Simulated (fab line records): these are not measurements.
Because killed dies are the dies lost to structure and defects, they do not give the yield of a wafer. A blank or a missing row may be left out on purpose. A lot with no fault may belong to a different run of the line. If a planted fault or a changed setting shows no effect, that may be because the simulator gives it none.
fab line records	flow n5_finfet
[record] lots = 7	wafers = 21
route steps=1938 shown ZERO_LAYER@4 PMOS_HMC_CHANNEL_EPI@69 FIN_SAQP@130 FIN_CUT@173 SD_EPI_N@268 SD_EPI_P@321
start_h: start of the lot's first displayed wafer, in hours after the record's first day	wait_h: time in hours since the lot's previous step	" repeats the value in the row above	L1.1+2: one row covering several wafers at once	- value missing, or start not given	* or withheld: withheld	< > ~ a bound
route shown NAME@n: NAME is a module with steps in the file, n the number in the route of the first one	usual: average and standard deviation across the fault-free wafers	same: alike in all rows	chamber/n: place in a boat	sites: the reading at each site	_std_site: their standard deviation	_edge_site: mean of outer sites minus mean of inner sites	radius_mm: how far each site lies from the wafer's centre	mask NAME#n: copy n	behind: the most recent tool/chamber to have shaped the wafer	hold: the reason the lot was held/the length of the hold in hours/how it ended	device: names the non-switching transistor (n, p or np)	end of line: the route-end tests of the same wafers	step lacking rows: just its recipe	killed: not the wafer's yield, but the dies lost to structure and defects at the first sort	map: a wafer's dies, x killed, . not, _ none there
set.NAME: the run value of the setting; set.NAME@STEP: its run value at that earlier step	model.NAME: the simulator's own value behind a step, which no gauge read
lots where settings were altered on purpose, with a table for each step and a row for each wafer
[[steps]]
[step N5_ZERO_LAYER_PECVD_02]
[recipe] material = SiO2	target_thk_a = 100	temp_c = 400	precursor = SiH4/N2O	pressure_torr = 0.75	rf_w = 275	time_s = 6
lot.wafer	tool	chamber	start_h	wait_h	set.time_s	model.SiO2_of_ZERO_LAYER_PECVD_02.thk_nm
L076.1	pecvd-04	1	24.28	0.0	6	9.944
L076.3	"	0	"	"	6	10.18
L076.6	"	0	"	"	6.625	11.42
L077.3	pecvd-04	2	30.30	0.0	6	10.18
L077.4	"	0	"	"	6.543	11.12
L077.6	"	1	"	"	6	10.39
L078.2	pecvd-02	0	36.28	0.0	6	9.794
L078.4	"	1	"	"	6	10.13
L078.5	"	1	"	"	6	10.12
L081.3	pecvd-03	2	54.28	0.0	6	9.715
L081.4	"	0	"	"	5.513	9.229
L081.6	"	2	"	"	5.513	9.124
L091.2	pecvd-02	0	114.28	0.0	6	9.79
L091.3	"	1	"	"	6	9.993
L091.6	"	2	"	"	6	10.17
L093.2	pecvd-02	2	126.32	0.0	6.763	11.02
L093.4	"	2	"	"	6	9.758
L093.5	"	0	"	"	6	9.79
L095.3	pecvd-03	2	138.30	0.0	6	9.923
L095.4	"	2	"	"	6	10.01
L095.5	"	0	"	"	6	10.23
[step N5_ZERO_LAYER_EXPOSE_08]
[recipe] mask_id = ZERO	na = 0.55	source_shape = conventional	sigma_outer = 0.8	polarization = unpolarized	defocus_nm = 0	target_cd_nm = 2000	dose_mj = 16.2
lot.wafer	tool	chamber	start_h	wait_h	mask	set.dose_mj
L076.1+3+6	krf_scanner-02	0	24.59	-	ZERO#0	16.2
L077.3+4	krf_scanner-01	0	30.62	-	ZERO#0	15.21
L077.6	"	0	"	"	ZERO#0	16.2
L078.2+4+5	krf_scanner-01	0	36.49	-	ZERO#0	16.2
L081.3+6	krf_scanner-01	0	54.60	-	ZERO#0	16.2
L081.4	"	0	"	"	ZERO#0	16.78
L091.2+3	krf_scanner-01	0	114.47	-	ZERO#0	16.2
L091.6	"	0	"	"	ZERO#0	16.68
L093.2+4	krf_scanner-01	0	126.51	-	ZERO#0	16.2
L093.5	"	0	"	"	ZERO#0	15.66
L095.3	krf_scanner-02	0	138.49	-	ZERO#0	16.2
L095.4+5	"	0	"	"	ZERO#0	16.77
[step N5_ZERO_LAYER_PEB_09]
[recipe] peb_temp_c = withheld	peb_time_s = *
[step N5_ZERO_LAYER_DEVELOP_10]
[recipe] develop_time_s = 60	rinse_liquid = diw	dry = air_spin	dev_temp_c = 21
[step N5_ZERO_LAYER_HARDBAKE_23]
[recipe] temp_c = 130	time_s = 120
[step N5_ZERO_LAYER_CD_MEAS_11]
[recipe] target_cd_nm = 2000	landing_energy_ev = 500	detector = se_inlens
[usual] cd_nm = 1999.3/2.3
lot.wafer	tool	chamber	start_h	wait_h	set.dose_mj@ZERO_LAYER_EXPOSE_08	cd_nm
L076.1	cd_sem-01	0	24.77	-	16.2	1995.4
L076.3	"	0	"	"	16.2	1994.8
L076.6	"	0	"	"	16.2	1998.3
L077.3	cd_sem-03	0	30.79	-	15.21	1985.4
L077.4	"	0	"	"	15.21	1985.8
L077.6	"	0	"	"	16.2	1998.4
L078.2	cd_sem-01	0	36.67	-	16.2	1999.0
L078.4	"	0	"	"	16.2	1999.1
L078.5	"	0	"	"	16.2	2002.5
L081.3	cd_sem-01	0	54.77	-	16.2	1998.2
L081.4	"	0	"	"	16.78	2004.6
L081.6	"	0	"	"	16.2	2000.9
L091.2	cd_sem-03	0	114.64	-	16.2	1999.0
L091.3	"	0	"	"	16.2	1999.2
L091.6	"	0	"	"	16.68	2002.5
L093.2	cd_sem-01	0	126.68	-	16.2	1999.5
L093.4	"	0	"	"	16.2	1997.2
L093.5	"	0	"	"	15.66	1993.7
L095.3	cd_sem-02	0	138.66	-	16.2	1998.3
L095.4	"	0	"	"	16.77	2001.7
L095.5	"	0	"	"	16.77	2005.6
[step N5_ZERO_LAYER_DESCUM_16]
[recipe] chemistry = O2	time_s = 7.9	source_power_w = 50	bias_power_w = 20	pressure_mtorr = 20	rf_frequency_hz = 2.712e+07	temp_c = 40	o2_flow_sccm = 225
lot.wafer	tool	chamber	start_h	wait_h	set.dose_mj@ZERO_LAYER_EXPOSE_08	model.ZERO_LAYER.cd_nm
L076.1	rie_diel-04	2	24.90	0.1	16.2	1996
L076.3	"	1	"	"	16.2	1995
L076.6	"	1	"	"	16.2	-
L077.3	rie_diel-02	0	30.82	0.0	15.21	1985
L077.4	"	3	"	"	15.21	1986
L077.6	"	1	"	"	16.2	1998
L078.2+4	rie_diel-06	1,0	36.70	0.0	16.2	1999
L078.5	"	3	"	"	16.2	2002
L081.3	rie_diel-02	2	54.81	0.0	16.2	1998
L081.4	"	1	"	"	16.78	2004
L081.6	"	3	"	"	16.2	2001
L091.2+3	rie_diel-06	2,1	114.94	0.3	16.2	1999
L091.6	"	3	"	"	16.68	2003
L093.2	rie_diel-04	2	126.72	0.0	16.2	2000
L093.4	"	0	"	"	16.2	1997
L093.5	"	1	"	"	15.66	1994
L095.3	rie_diel-04	2	138.70	0.0	16.2	1998
L095.4	"	1	"	"	16.77	2001
L095.5	"	0	"	"	16.77	2006
[step N5_PMOS_HMC_CHANNEL_EPI_ETCH_32]
[recipe] chemistry = N2/H2	target = BARC	stop_on = SiO2	target_depth_a = 858	over_etch_frac = 0.3	time_s = 50.3	ion_energy_ev = 200	mask_material = CAR-ArF-block	pressure_mtorr = 30	source_w = 840	bias_w = 150	n2_flow_sccm = 200	h2_flow_sccm = 200
[usual] rf_vpp_V = 524.1/2.3
lot.wafer	tool	chamber	start_h	wait_h	set.bias_w	rf_vpp_V
L076.1	rie_diel-06	3	29.82	0.0	174.8	576.2
L076.3	"	2	"	"	150	521.8
L076.6	"	1	"	"	150	525.7
L077.3	rie_diel-02	1	35.81	0.0	133.8	491.2
L077.4	"	3	"	"	150	521.6
L077.6	"	3	"	"	133.8	485.5
L078.2	rie_diel-06	0	41.31	0.0	150	523.5
L078.4	"	2	"	"	150	521.7
L078.5	"	1	"	"	150	527.6
L081.3	rie_diel-02	0	59.35	0.0	131.1	482.9
L081.4	"	3	"	"	150	521.9
L081.6	"	2	"	"	131.1	480.2
L091.2	rie_diel-06	1	119.42	0.0	150	526.8
L091.3	"	2	"	"	157.6	537.0
L091.6	"	3	"	"	157.6	540.8
L093.2	rie_diel-06	3	131.34	0.0	130.7	480.4
L093.4	"	1	"	"	150	527.6
L093.5	"	3	"	"	130.7	481.3
L095.3	rie_diel-02	1	143.59	0.0	150	527.0
L095.4	"	2	"	"	134.8	487.4
L095.5	"	1	"	"	134.8	492.8
[step N5_FIN_SAQP_ETCH_65]
[recipe] chemistry = CF4	target = SiO2	target_depth_a = 40	ion_energy_ev = 350	time_s = 4.4	pressure_mtorr = 10	icp_w = 800	bias_w = 400	cf4_flow_sccm = 80
lot.wafer	tool	chamber	start_h	wait_h	set.time_s	model.etch.depth_nm
L076.1	rie_si-01	1	37.44	0.1	4.4	3.971
L076.3	"	0	"	"	3.987	3.464
L076.6	"	3	"	"	4.4	3.863
L077.3	rie_si-02	1	44.29	0.1	3.533	3.208
L077.4	"	3	"	"	4.4	4.019
L077.6	"	1	"	"	4.4	3.982
L078.2	rie_si-02	0	50.87	0.1	4.4	4.004
L078.4	"	2	"	"	4.4	4.061
L078.5	"	0	"	"	4.4	4.037
L081.3	rie_si-02	2	65.69	0.1	4.4	4.047
L081.4	"	1	"	"	3.874	3.501
L081.6	"	3	"	"	3.874	3.498
L091.2	rie_si-02	1	126.10	0.1	4.4	4.018
L091.3	"	0	"	"	4.4	4.013
L091.6	"	1	"	"	4.4	4.027
L093.2	rie_si-04	2	139.58	0.1	4.4	4.058
L093.4	"	1	"	"	3.639	3.33
L093.5	"	3	"	"	3.639	3.349
L095.3	rie_si-01	1	150.04	0.1	4.14	3.748
L095.4	"	0	"	"	4.14	3.66
L095.5	"	2	"	"	4.4	4.071
[step N5_FIN_SAQP_COAT_68]
[recipe] resist = SOC	temp_c = 250	time_s = 60	spin_rpm = 1500	resist_thk_nm = 100
lot.wafer	tool	chamber	start_h	wait_h	set.spin_rpm	model.SOC_of_FIN_SAQP_COAT_68.thk_nm
L076.1+3	litho_track-01	0	37.93	0.3	1500	100.4
L076.6	"	0	"	"	1409	103.4
L077.3	litho_track-04	0	44.80	0.2	1500	99.8
L077.4+6	"	0	"	"	1500	100
L078.2+5	litho_track-05	0	51.38	0.3	1500	100
L078.4	"	0	"	"	1500	99.6
L081.3	litho_track-04	0	66.32	0.2	1500	99.8
L081.4	"	0	"	"	1500	100.4
L081.6	"	0	"	"	1608	96.8
L091.2+6	litho_track-05	0	126.60	0.3	1566	97.8
L091.3	"	0	"	"	1566	97.6
L093.2+5	litho_track-04	0	140.08	0.3	1500	99.8
L093.4	"	0	"	"	1579	97.4
L095.3	litho_track-05	0	150.55	0.2	1360	105
L095.4	"	0	"	"	1500	100
L095.5	"	0	"	"	1360	105.2
[step N5_FIN_CUT_CUT_ETCH_26]
[recipe] chemistry = CH3F/O2	target = SiNx	target_depth_a = 390	mask_material = SOC	time_s = 55.7	pressure_mtorr = 30	source_w = 395	bias_w = 73	Ar_flow_sccm = 150	CH3F_flow_sccm = 30	O2_flow_sccm = 20	ion_energy_ev = 120
lot.wafer	tool	chamber	start_h	wait_h	set.time_s	model.etch.depth_nm	model.SOC_of_FIN_CUT_COAT_18.thk_nm
L076.1	rie_diel-02	3	40.42	0.0	65.6	46.19	209
L076.3	"	2	"	"	55.7	37.75	212.2
L076.6	"	3	"	"	55.7	39.72	211.6
L077.3	rie_diel-06	2	47.48	0.0	55.7	39.3	212.6
L077.4	"	0	"	"	55.7	38.9	211.4
L077.6	"	3	"	"	55.7	38.08	212.8
L078.2	rie_diel-02	0	53.75	0.0	55.7	39.07	211.2
L078.4	"	1	"	"	55.7	39.68	211.4
L078.5	"	1	"	"	55.7	39.65	211.2
L081.3	rie_diel-02	2	68.88	0.0	55.7	38.35	212.2
L081.4	"	1	"	"	55.7	39.93	211.4
L081.6	"	0	"	"	55.7	39.87	211.8
L091.2	rie_diel-02	1	128.96	0.0	47.12	33.48	213.6
L091.3	"	2	"	"	55.7	37.92	211.8
L091.6	"	1	"	"	55.7	39.59	210.8
L093.2	rie_diel-02	3	142.80	0.0	66.55	47.11	207.2
L093.4	"	0	"	"	55.7	39.1	211
L093.5	"	3	"	"	55.7	39.32	210.6
L095.3	rie_diel-02	2	153.01	0.0	55.7	37.76	213.8
L095.4	"	3	"	"	55.7	39.76	211.8
L095.5	"	0	"	"	55.7	39.48	212
[step N5_SD_EPI_N_PEB_07]
[recipe] peb_temp_c = 110	peb_time_s = 60	resist = CAR-ArF-block
lot.wafer	tool	chamber	start_h	wait_h	set.peb_temp_c
L076.1+3	litho_track-03	0	61.11	0.1	110
L076.6	"	0	"	"	106.9
L077.3+4+6	litho_track-05	0	67.89	0.0	110
L078.2+4+5	litho_track-05	0	73.65	0.0	110
L081.3	litho_track-01	0	89.08	0.0	110
L081.4+6	"	0	"	"	108
L091.2+6	litho_track-01	0	149.53	0.0	112.2
L091.3	"	0	"	"	110
L093.2+4+5	litho_track-01	0	163.84	0.0	107.8
L095.3	litho_track-01	0	173.61	0.0	110
L095.4+5	"	0	"	"	106.6
[step N5_SD_EPI_N_DEVELOP_08]
[recipe] develop_time_s = 30	developer = TMAH	resist = CAR-ArF-block	dev_temp_c = 23	rinse_liquid = diw	dry = air_spin
[step N5_SD_EPI_N_CD_MEAS_09]
[recipe] target_cd_nm = 120	landing_energy_ev = 500	detector = se_inlens
[usual] cd_nm = 119.8/0.62
lot.wafer	tool	chamber	start_h	wait_h	set.peb_temp_c@SD_EPI_N_PEB_07	cd_nm
L076.1	cd_sem-02	0	61.18	-	110	118.8
L076.3	"	0	"	"	110	119.6
L076.6	"	0	"	"	106.9	111.1
L077.3	cd_sem-02	0	67.96	-	110	119.5
L077.4	"	0	"	"	110	119.2
L077.6	"	0	"	"	110	120.6
L078.2	cd_sem-02	0	73.72	-	110	119.7
L078.4	"	0	"	"	110	119.8
L078.5	"	0	"	"	110	119.8
L081.3	cd_sem-02	0	89.15	-	110	120.2
L081.4	"	0	"	"	108	113.1
L081.6	"	0	"	"	108	114.3
L091.2	cd_sem-02	0	149.60	-	112.2	125.4
L091.3	"	0	"	"	110	119.8
L091.6	"	0	"	"	112.2	125.3
L093.2	cd_sem-01	0	163.91	-	107.8	113.9
L093.4	"	0	"	"	107.8	114.3
L093.5	"	0	"	"	107.8	113.6
L095.3	cd_sem-02	0	173.68	-	110	120.6
L095.4	"	0	"	"	106.6	110.7
L095.5	"	0	"	"	106.6	109.8
[step N5_SD_EPI_N_DESCUM_14]
[recipe] chemistry = O2	time_s = 7.9	source_power_w = 50	bias_power_w = 20	pressure_mtorr = 20	rf_frequency_hz = 2.712e+07	temp_c = 40	resist = CAR-ArF-block	o2_flow_sccm = 225
lot.wafer	tool	chamber	start_h	wait_h	set.peb_temp_c@SD_EPI_N_PEB_07	model.SD_EPI_N.cd_nm
L076.1	rie_diel-05	2	61.27	0.0	110	119.2
L076.3	"	3	"	"	110	119.6
L076.6	"	3	"	"	106.9	110.4
L077.3	rie_diel-03	1	68.04	0.0	110	119.8
L077.4	"	3	"	"	110	119.4
L077.6	"	0	"	"	110	120.2
L078.2	rie_diel-01	2	74.14	0.4	110	119.6
L078.4+5	"	1	"	"	110	120
L081.3	rie_diel-03	1	89.29	0.1	110	120
L081.4	"	2	"	"	108	113.4
L081.6	"	3	"	"	108	114.6
L091.2+6	rie_diel-05	2	149.69	0.0	112.2	125.4
L091.3	"	3	"	"	110	120
L093.2	rie_diel-01	0	164.16	0.2	107.8	114
L093.4	"	3	"	"	107.8	114.2
L093.5	"	2	"	"	107.8	113.8
L095.3	rie_diel-05	3	173.77	0.0	110	120.2
L095.4	"	1	"	"	106.6	110.8
L095.5	"	1	"	"	106.6	110
[step N5_SD_EPI_N_ETCH_34]
[recipe] chemistry = CF4	target = SiARC	target_depth_a = 455	mask_material = CAR-ArF-block	time_s = 75.8	ion_energy_ev = 80	pressure_mtorr = 40	source_w = 545	bias_w = 36	Ar_flow_sccm = 100	cf4_flow_sccm = 100	ends = cleared
[step N5_SD_EPI_N_ETCH_35]
[recipe] chemistry = N2/H2	target = SOC	overetch_a = 1080	mask_material = SiARC	temp_c = 40	ion_energy_ev = 100	source_w = 3000	bias_w = 133	pressure_mtorr = 20	time_s = 486	n2_flow_sccm = 200	h2_flow_sccm = 200
lot.wafer	tool	chamber	start_h	wait_h	set.peb_temp_c@SD_EPI_N_PEB_07	model.SD_EPI_N.cd_nm
L076.1	rie_diel-05	2	61.36	0.0	110	118.6
L076.3	"	3	"	"	110	119.8
L076.6	"	3	"	"	106.9	109.8
L077.3	rie_diel-03	1	68.13	0.0	110	119.8
L077.4	"	3	"	"	110	120.2
L077.6	"	0	"	"	110	119.2
L078.2	rie_diel-01	2	74.23	0.0	110	121.4
L078.4	"	1	"	"	110	119
L078.5	"	1	"	"	110	120.4
L081.3	rie_diel-03	1	89.38	0.0	110	119.6
L081.4	"	2	"	"	108	113.4
L081.6	"	3	"	"	108	115.2
L091.2	rie_diel-05	2	149.78	0.0	112.2	124.8
L091.3	"	3	"	"	110	120.4
L091.6	"	2	"	"	112.2	124
L093.2	rie_diel-01	0	164.25	0.0	107.8	115
L093.4	"	3	"	"	107.8	115.8
L093.5	"	2	"	"	107.8	113
L095.3	rie_diel-05	3	173.86	0.0	110	118.4
L095.4	"	1	"	"	106.6	111.4
L095.5	"	1	"	"	106.6	111
[step N5_SD_EPI_N_ETCH_45]
[recipe] chemistry = CH3F/O2	target = SiOCN	target_depth_a = 60	mask_material = SOC	ion_energy_ev = 60	bias_w = 29	pressure_mtorr = 15	source_w = 410	Ar_flow_sccm = 150	CH3F_flow_sccm = 30	O2_flow_sccm = 20
lot.wafer	tool	chamber	start_h	wait_h	set.target_depth_a	model.etch.depth_nm
L076.1	rie_diel-05	2	61.78	0.1	60	6.018
L076.3	"	3	"	"	65.12	6.627
L076.6	"	3	"	"	60	6.135
L077.3	rie_diel-03	1	68.56	0.1	60	6.166
L077.4	"	3	"	"	60	6.111
L077.6	"	0	"	"	60	5.951
L078.2	rie_diel-01	2	74.65	0.1	60	5.929
L078.4	"	1	"	"	60	6.178
L078.5	"	1	"	"	60	6.143
L081.3	rie_diel-03	1	89.80	0.1	60	6.175
L081.4	"	2	"	"	54.92	5.368
L081.6	"	3	"	"	60	6.061
L091.2	rie_diel-05	2	150.20	0.1	55.63	5.606
L091.3	"	3	"	"	60	6.207
L091.6	"	2	"	"	55.63	5.633
L093.2	rie_diel-01	0	164.68	0.1	60	5.93
L093.4	"	3	"	"	60	6.126
L093.5	"	2	"	"	60	6.076
L095.3	rie_diel-05	3	174.28	0.1	60	6.018
L095.4	"	1	"	"	65.11	6.323
L095.5	"	1	"	"	65.11	6.419
[step N5_SD_EPI_N_EPI_21]
[recipe] material = Si:P	dopant = P	temp_c = 680	pressure_torr = 255	time_s = 690
lot.wafer	tool	chamber	start_h	wait_h	set.temp_c	model.Si-P_of_SD_EPI_N_EPI_21.thk_nm
L076.1+3+6	epi_rpcvd-03	0	63.07	0.1	680	59.8
L077.3	epi_rpcvd-03	0	70.30	0.7	680	59.2
L077.4	"	0	"	"	680	59
L077.6	"	0	"	"	680	58.4
L078.2	epi_rpcvd-04	0	76.37	0.5	680	58.2
L078.4	"	0	"	"	680	59
L078.5	"	0	"	"	680	58.6
L081.3+4	epi_rpcvd-01	0	91.89	0.9	676.6	55.4
L081.6	"	0	93.01	1.9	680	58.6
L091.2	epi_rpcvd-01	0	151.91	0.5	682.3	61
L091.3+6	"	0	"	"	680	58.8
L093.2	epi_rpcvd-04	0	166.12	0.4	680	60
L093.4	"	0	"	"	680	59
L093.5	"	0	"	"	680	58.6
L095.3	epi_rpcvd-03	0	176.00	0.7	680	58.2
L095.4	"	0	"	"	680	57.6
L095.5	"	0	"	"	680	57.4
[step N5_SD_EPI_N_PRECLEAN_24]
[recipe] chemistry = O3/DIW	time_s = 60	temp_c = 22	o3_ppm = 10
lot.wafer	tool	chamber	start_h	wait_h	set.temp_c@SD_EPI_N_EPI_21	model.Si-P_of_SD_EPI_N_EPI_21.thk_nm
L076.1+3+6	wet_bench-02	3,0,6	64.82	0.0	680	59.4
L077.3	wet_bench-01	7	71.50	0.0	680	58.8
L077.4	"	2	"	"	680	58.6
L077.6	"	1	"	"	680	58.2
L078.2	wet_bench-01	6	78.31	0.0	680	57.8
L078.4	"	1	"	"	680	58.6
L078.5	"	2	"	"	680	58.2
L081.3	wet_bench-01	0	93.46	0.0	676.6	55.2
L081.4	"	1	"	"	676.6	55
L081.6	"	4	"	"	680	58.2
L091.2	wet_bench-02	4	153.85	0.0	682.3	60.6
L091.3+6	"	2,5	"	"	680	58.4
L093.2	wet_bench-02	4	167.59	0.0	680	59.6
L093.4	"	0	"	"	680	58.6
L093.5	"	5	"	"	680	58.2
L095.3	wet_bench-02	5	177.19	0.0	680	57.8
L095.4	"	0	"	"	680	57.2
L095.5	"	1	"	"	680	57
[step N5_SD_EPI_N_SRD_25]
[recipe] time_s = 30	temp_c = 23	rinse_liquid = diw	dry = ipa_marangoni
[step N5_SD_EPI_N_PRECLEAN_49]
[recipe] chemistry = NF3:NH3	afs_cycles = 1	temp_c = 30	time_s = 20	sublimation_temp_c = 180	sublimation_time_s = 60	pressure_torr = 3	rf_power_w = 30
[step N5_SD_EPI_P_EPI_21]
[recipe] material = SiGe:B	dopant = B	temp_c = 550	pressure_torr = 20	ambient = H2	time_s = 355
[step N5_SD_EPI_P_HM_STRIP_48]
[recipe] chemistry = H3PO4	temp_c = 160	material = SiNx	target = SiNx	target_depth_a = 30	overetch_fraction = 0.3
lot.wafer	tool	chamber	start_h	wait_h	set.temp_c@SD_EPI_N_EPI_21	model.Si-P_of_SD_EPI_N_EPI_21.thk_nm
L076.1+6	wet_bench-06	5,3	72.04	0.0	680	59
L076.3	"	6	"	"	680	59.2
L077.3+4	wet_bench-04	2,6	75.98	0.0	680	58.4
L077.6	"	7	"	"	680	57.8
L078.2	wet_bench-06	4	83.89	0.0	680	57.6
L078.4	"	0	"	"	680	58.4
L078.5	"	5	"	"	680	58
L081.3+4	wet_bench-05	1,2	98.09	0.0	676.6	54.8
L081.6	"	4	"	"	680	58
L091.2	wet_bench-05	5	158.69	0.0	682.3	60.4
L091.3	"	4	"	"	680	58
L091.6	"	2	"	"	680	58.2
L093.2	wet_bench-04	7	172.05	0.0	680	59.4
L093.4	"	0	"	"	680	58.2
L093.5	"	1	"	"	680	58
L095.3	wet_bench-04	7	181.78	0.0	680	57.4
L095.4	"	1	"	"	680	56.8
L095.5	"	6	"	"	680	56.6
[[key]]
[split] step = N5_ZERO_LAYER_PECVD_02	setting = time_s	stated = 6	by = wafer
[response] step = N5_ZERO_LAYER_PECVD_02	reading = model.SiO2_of_ZERO_LAYER_PECVD_02.thk_nm	change = +0.1	per = 1%	r = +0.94
[split] step = N5_ZERO_LAYER_EXPOSE_08	setting = dose_mj	stated = 16.2	by = wafer
[response] step = N5_ZERO_LAYER_CD_MEAS_11	reading = cd_nm	change = +1.71	per = 1%	r = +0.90
[response] step = N5_ZERO_LAYER_DESCUM_16	reading = model.ZERO_LAYER.cd_nm	change = +1.71	per = 1%	r = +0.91
[split] step = N5_PMOS_HMC_CHANNEL_EPI_ETCH_32	setting = bias_w	stated = 150	by = wafer
[response] step = N5_PMOS_HMC_CHANNEL_EPI_ETCH_32	reading = rf_vpp_V	change = +3.29	per = 1%	r = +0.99
[split] step = N5_FIN_SAQP_ETCH_65	setting = time_s	stated = 4.4	by = wafer
[response] step = N5_FIN_SAQP_ETCH_65	reading = model.etch.depth_nm	change = +0.043	per = 1%	r = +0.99
[split] step = N5_FIN_SAQP_COAT_68	setting = spin_rpm	stated = 1500	by = wafer
[response] step = N5_FIN_SAQP_COAT_68	reading = model.SOC_of_FIN_SAQP_COAT_68.thk_nm	change = -0.502	per = 1%	r = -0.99
[split] step = N5_FIN_CUT_CUT_ETCH_26	setting = time_s	stated = 55.7	by = wafer
[response] step = N5_FIN_CUT_CUT_ETCH_26	reading = model.etch.depth_nm	change = +0.394	per = 1%	r = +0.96
[response] step = N5_FIN_CUT_CUT_ETCH_26	reading = model.SOC_of_FIN_CUT_COAT_18.thk_nm	change = -0.168	per = 1%	r = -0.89
[split] step = N5_SD_EPI_N_PEB_07	setting = peb_temp_c	stated = 110	by = wafer
[response] step = N5_SD_EPI_N_CD_MEAS_09	reading = cd_nm	change = +3.14	per = 1%	r = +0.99
[response] step = N5_SD_EPI_N_DESCUM_14	reading = model.SD_EPI_N.cd_nm	change = +3.12	per = 1%	r = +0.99
[response] step = N5_SD_EPI_N_ETCH_35	reading = model.SD_EPI_N.cd_nm	change = +2.68	per = 1%	r = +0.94
[split] step = N5_SD_EPI_N_ETCH_45	setting = target_depth_a	stated = 60	by = wafer
[response] step = N5_SD_EPI_N_ETCH_45	reading = model.etch.depth_nm	change = +0.0679	per = 1%	r = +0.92
[split] step = N5_SD_EPI_N_EPI_21	setting = temp_c	stated = 680	by = wafer
[response] step = N5_SD_EPI_N_EPI_21	reading = model.Si-P_of_SD_EPI_N_EPI_21.thk_nm	change = +6.43	per = 1%	r = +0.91
[response] step = N5_SD_EPI_N_PRECLEAN_24	reading = model.Si-P_of_SD_EPI_N_EPI_21.thk_nm	change = +6.3	per = 1%	r = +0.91
[response] step = N5_SD_EPI_P_HM_STRIP_48	reading = model.Si-P_of_SD_EPI_N_EPI_21.thk_nm	change = +6.53	per = 1%	r = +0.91
